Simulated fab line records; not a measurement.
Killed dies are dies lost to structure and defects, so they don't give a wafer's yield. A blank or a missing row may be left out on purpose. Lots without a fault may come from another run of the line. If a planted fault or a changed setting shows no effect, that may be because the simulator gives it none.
Matching of chambers || flow n5 finfet || N5_BEOL_M4_ALD_98 on ald sin-04: 4 sister chambers
The step deposits SiO2, target thk 2.5 nm, pulse time 1 s, co reactant pulse time 1 s. 14 wafers are shown with their chamber, then 7 later ones without.

WAFERS, EACH WITH ITS CHAMBER
{"wafer": "L076.2", "chamber": 3, "heater power outer w (W)": 37, "heater power w (W)": 80, "precursor pulse height rel": 1.008}
{"wafer": "L076.5", "chamber": 1, "heater power outer w (W)": 38, "heater power w (W)": 79, "precursor pulse height rel": 0.987}
{"wafer": "L076.6", "chamber": 0, "heater power outer w (W)": 35, "heater power w (W)": 77, "precursor pulse height rel": 0.984}
{"wafer": "L077.1", "chamber": 0, "heater power outer w (W)": 36, "heater power w (W)": 73, "precursor pulse height rel": 0.993}
{"wafer": "L077.4", "chamber": 1, "heater power outer w (W)": 38, "heater power w (W)": 80, "precursor pulse height rel": 0.976}
{"wafer": "L077.5", "chamber": 2, "heater power outer w (W)": 34, "heater power w (W)": 70, "precursor pulse height rel": 0.996}
{"wafer": "L083.1", "chamber": 0, "heater power outer w (W)": 36, "heater power w (W)": 78, "precursor pulse height rel": 1.020}
{"wafer": "L083.5", "chamber": 0, "heater power outer w (W)": 36, "heater power w (W)": 80, "precursor pulse height rel": 1.005}
{"wafer": "L083.6", "chamber": 3, "heater power outer w (W)": 35, "heater power w (W)": 73, "precursor pulse height rel": 0.999}
{"wafer": "L091.2", "chamber": 2, "heater power outer w (W)": 37, "heater power w (W)": 73, "precursor pulse height rel": 0.991}
{"wafer": "L091.5", "chamber": 1, "heater power outer w (W)": 42, "heater power w (W)": 86, "precursor pulse height rel": 1.002}
{"wafer": "L091.6", "chamber": 2, "heater power outer w (W)": 36, "heater power w (W)": 73, "precursor pulse height rel": 0.978}
{"wafer": "L094.2", "chamber": 3, "heater power outer w (W)": 36, "heater power w (W)": 76, "precursor pulse height rel": 1.012}
{"wafer": "L094.4", "chamber": 1, "heater power outer w (W)": 41, "heater power w (W)": 84, "precursor pulse height rel": 0.960}

SIGNATURES (averages over the wafers above)
{"reading": "heater power outer w", "chamber 0": 35.75, "chamber 1": 39.75, "chamber 2": 35.67, "chamber 3": 36.00, "scatter within a chamber": 1.42}
{"reading": "heater power w", "chamber 0": 77.00, "chamber 1": 82.25, "chamber 2": 72.00, "chamber 3": 76.33, "scatter within a chamber": 2.99}
{"reading": "precursor pulse height rel", "chamber 0": 1.00050, "chamber 1": 0.98125, "chamber 2": 0.98833, "chamber 3": 1.00633, "scatter within a chamber": 0.0139}
Rule: distance of a wafer from a chamber = root of the sum over the readings of ((wafer's reading minus chamber's mean) / reading's scatter) squared. The wafer belongs to the nearest chamber; if the next one is less than 2 further off, it can't be placed. The scatter: take each reading less its chamber's mean, square it, sum over the shown wafers, divide by the number of wafers less the number of chambers, and take the root.

WAFERS WITH NO CHAMBER GIVEN
{"wafer": "L094.5", "heater power outer w (W)": 38, "heater power w (W)": 73, "precursor pulse height rel": 1.041}
{"wafer": "L096.2", "heater power outer w (W)": 35, "heater power w (W)": 73, "precursor pulse height rel": 1.020}
{"wafer": "L096.4", "heater power outer w (W)": 37, "heater power w (W)": 79, "precursor pulse height rel": 1.026}
{"wafer": "L096.6", "heater power outer w (W)": 40, "heater power w (W)": 84, "precursor pulse height rel": 0.989}
{"wafer": "L095.4", "heater power outer w (W)": 37, "heater power w (W)": 77, "precursor pulse height rel": 0.979}
{"wafer": "L095.5", "heater power outer w (W)": 35, "heater power w (W)": 74, "precursor pulse height rel": 0.982}
{"wafer": "L095.6", "heater power outer w (W)": 37, "heater power w (W)": 74, "precursor pulse height rel": 1.017}

EACH ONE'S CHAMBER
{"wafer": "L094.5", "from the rows above": "can't be placed: 3 or 0 or 2", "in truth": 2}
{"wafer": "L096.2", "from the rows above": "can't be placed: 3 or 0 or 2", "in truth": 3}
{"wafer": "L096.4", "from the rows above": "can't be placed: 3 or 0 or 2", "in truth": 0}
{"wafer": "L096.6", "from the rows above": 1, "in truth": 1}
{"wafer": "L095.4", "from the rows above": "can't be placed: 0 or 2 or 3 or 1", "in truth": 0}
{"wafer": "L095.5", "from the rows above": "can't be placed: 2 or 0 or 3", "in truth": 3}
{"wafer": "L095.6", "from the rows above": "can't be placed: 3 or 0 or 2", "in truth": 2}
Correct placement for 1 of the 7. Unplaceable from these rows: 6, with the true chamber sitting among the candidates in 6. Wrongly placed: 0.
